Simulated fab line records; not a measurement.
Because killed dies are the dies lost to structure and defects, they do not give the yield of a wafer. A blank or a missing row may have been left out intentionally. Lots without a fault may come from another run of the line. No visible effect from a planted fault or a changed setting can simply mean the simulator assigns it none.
Chamber matching | flow nand-harc | rie-diel-05 running NHARC_A_BONDPAD_ETCH_34: 4 sister chambers
The step etches the open film in N2/H2, target depth 60 nm, overetch 18 nm, time 65.91 s. 7 wafers are shown with their chamber, then 11 later ones without.

## EACH WAFER AND ITS CHAMBER
wafer  | chamber | drypump-motor-current-A (A) | rf-vpp-V (V)
L781.2 | 2       | 5.5                         | 435.7
L781.4 | 1       | 5.7                         | 429.6
L781.5 | 3       | 5.8                         | 432.3
L782.2 | 0       | 5.5                         | 427.4
L782.3 | 1       | 5.7                         | 429.4
L782.6 | 2       | 5.6                         | 433.3
L784.1 | 3       | 5.8                         | 432.3

## WAFERS WHOSE CHAMBER IS MISSING
wafer  | drypump-motor-current-A (A) | rf-vpp-V (V)
L784.2 | 5.5                         | 433.0
L784.4 | 5.6                         | 427.1
L785.2 | 5.5                         | 426.4
L785.4 | 5.6                         | 433.9
L785.6 | 5.5                         | 427.1
L788.2 | 5.8                         | 430.6
L788.3 | 5.5                         | 425.6
L788.5 | 5.8                         | 430.8
L787.3 | 5.5                         | 425.7
L787.4 | 5.6                         | 434.1
L787.5 | 5.8                         | 431.7

## THE CHAMBER EACH PASSED THROUGH
wafer  | from the rows above     | in truth
L784.2 | 2                       | 2
L784.4 | can't be placed: 0 or 1 | 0
L785.2 | 0                       | 0
L785.4 | 2                       | 2
L785.6 | 0                       | 0
L788.2 | can't be placed: 3 or 1 | 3
L788.3 | 0                       | 0
L788.5 | can't be placed: 3 or 1 | 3
L787.3 | 0                       | 0
L787.4 | 2                       | 2
L787.5 | 3                       | 3
8 of 11 placed correctly. Can't be placed from these rows: 3 (the true chamber is among the candidates in 3). Wrongly placed: 0.
How it was worked out, from the rows above alone: a wafer's distance from a chamber is the root of the sum, over the readings, of the square of ((its reading less the chamber's mean) divided by the reading's scatter). If the next closest chamber is less than 2 further off than the closest, the wafer can't be placed; otherwise it belongs to the closest. Each chamber's mean is taken over the wafers shown for it. The scatter: the root of (the sum of the squares of (reading less its chamber's mean) over the shown wafers, divided by (wafers less chambers)).
